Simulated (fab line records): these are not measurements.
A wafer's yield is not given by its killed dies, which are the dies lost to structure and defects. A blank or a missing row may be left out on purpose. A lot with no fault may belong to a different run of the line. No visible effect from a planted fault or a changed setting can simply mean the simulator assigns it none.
Matching of chambers :: flow n5 finfet :: uv cure-03 running N5_BEOL_M11_CURE_71: 3 sister chambers
The step cures SiCOH lowk, time 240 s. 3 wafers are shown with their chamber, then 7 later ones without.

== EACH WAFER AND ITS CHAMBER ==
wafer: L082.6
chamber: 0
wafer_temp_C_max: 386.3

wafer: L086.4
chamber: 1
wafer_temp_C_max: 389.3

wafer: L090.4
chamber: 2
wafer_temp_C_max: 387.2

== WAFERS MISSING THEIR CHAMBER ==
wafer: L090.6
wafer_temp_C_max: 386.7

wafer: L093.3
wafer_temp_C_max: 387.4

wafer: L093.4
wafer_temp_C_max: 387.6

wafer: L093.5
wafer_temp_C_max: 387.1

wafer: L097.3
wafer_temp_C_max: 387.0

wafer: L097.4
wafer_temp_C_max: 387.7

wafer: L097.6
wafer_temp_C_max: 387.3

== EACH ONE'S CHAMBER ==
wafer: L090.6
from the rows above: can't be placed: 0 or 2
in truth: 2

wafer: L093.3
from the rows above: 2
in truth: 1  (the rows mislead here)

wafer: L093.4
from the rows above: 2
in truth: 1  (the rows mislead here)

wafer: L093.5
from the rows above: 2
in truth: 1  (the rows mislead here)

wafer: L097.3
from the rows above: can't be placed: 2 or 0
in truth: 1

wafer: L097.4
from the rows above: 2
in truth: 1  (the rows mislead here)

wafer: L097.6
from the rows above: 2
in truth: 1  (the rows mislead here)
0 of 7 placed correctly. Unplaceable from these rows: 2, with the true chamber sitting among the candidates in 1. Wrongly placed: 5.
How it was worked out, from the rows above alone: a wafer's distance from a chamber is the root of the sum, over the readings, of the square of ((its reading less the chamber's mean) divided by the reading's scatter). The wafer belongs to the nearest chamber; if the next one is less than 2 further off, it can't be placed. For every chamber, the mean is computed from those of its wafers that are shown. The scatter: root of mean squared gap, hidden wafer to nearest shown wafer, with one shown wafer a chamber.
